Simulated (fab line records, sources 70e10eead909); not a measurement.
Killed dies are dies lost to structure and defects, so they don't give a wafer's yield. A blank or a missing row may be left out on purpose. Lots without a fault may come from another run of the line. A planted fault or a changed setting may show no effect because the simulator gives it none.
One fault seen from 3 desks | flow nand_harc | each desk has only its own numbers; what lay behind them comes last

THE TOOL OWNER'S DESK: pecvd_onon-02
The tool's own readings at NHARC_A_ONON_D1_DEP_03 (target thk 1000 nm): means of the sampled wafers that have a number, for each lot that ran on this tool. A lot is out of limits, marked OUT, if its mean lies more than 4 standard deviations from the usual mean; the brackets give that distance.
Columns: A = nh3_flow_sccm at NHARC_A_ONON_D1_DEP_03, usual 499.9 sccm
lot  | first seen here | A
L935 | day 7 09:23     | 500.0
L937 | day 7 21:35     | 501.1
L939 | day 8 14:27     | 500.4
L944 | day 10 02:52    | 501.2
L949 | day 10 17:48    | 501.7
This desk's finding: nothing out of limits on any of the 5 lots.

THE DEFECT DESK
What the inspections along the route counted, lot by lot: means of the sampled wafers that have a number. A lot is out of limits, marked OUT, if its mean lies more than 4 standard deviations from the usual mean; the brackets give that distance.
Columns: A = raw_defect_count at NHARC_P_BONDPAD_INSPECT_23, usual 326
lot  | first seen here | A
L935 | day 6 08:51     | 349
L936 | day 6 21:16     | 309
L937 | day 6 23:13     | 284
L939 | day 7 10:44     | 265
L938 | day 7 12:24     | 337
L941 | day 8 07:38     | 315
L944 | day 8 23:35     | 346
L949 | day 9 14:05     | 329
L951 | day 10 10:52    | 223
L952 | day 10 20:49    | 229
L955 | day 11 01:28    | 304
L956 | day 11 17:16    | 216
L958 | day 12 08:42    | 291
This desk's finding: nothing out of limits on any of the 13 lots.

THE METROLOGY DESK
What the gauges read, lot by lot, whatever tool the lot ran on: means of the sampled wafers that have a number. A lot is out of limits, marked OUT, if its mean lies more than 4 standard deviations from the usual mean; the brackets give that distance.
Columns: A = thk_nm at NHARC_A_ONON_D1_THK_MEAS_05, usual 1000 nm
lot  | first seen here | A
L935 | day 7 09:53     | 990
L937 | day 7 22:02     | 1005
L936 | day 7 22:02     | 1008
L938 | day 8 14:56     | 1000
L939 | day 8 14:58     | 1004
L941 | day 9 09:58     | 1008
L944 | day 10 03:23    | 1448 (+57) OUT
L949 | day 10 18:16    | 1421 (+54) OUT
L951 | day 11 12:48    | 990
L952 | day 11 21:01    | 994
L955 | day 12 03:04    | 1006
L956 | day 12 20:07    | 996
L958 | day 13 12:17    | 996
This desk's finding: out of limits on L944, L949; first on L944, day 10 03:23 (thk_nm at NHARC_A_ONON_D1_THK_MEAS_05). In limits: L935, L937, L936, L938, L939, L941, L951, L952, L955, L956, L958.

PUT TOGETHER
The metrology desk could have raised an alarm at day 10 03:23, on L944, L949.
The tool owner's desk saw nothing out of limits.
The defect desk saw nothing out of limits.
The tool owner's desk has L944, L949 on record, within its limits.
The defect desk has L944, L949 on record, within its limits.
Of the lots named, all ran NHARC_A_ONON_D1_DEP_03 on pecvd_onon-02.

WHAT THE SIMULATOR HAD PUT IN
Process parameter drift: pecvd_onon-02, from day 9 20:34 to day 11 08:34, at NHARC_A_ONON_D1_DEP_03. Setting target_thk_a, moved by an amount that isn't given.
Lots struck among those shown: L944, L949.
Hours from the fault's start to each desk's first reading out of limits: the metrology desk, 7.
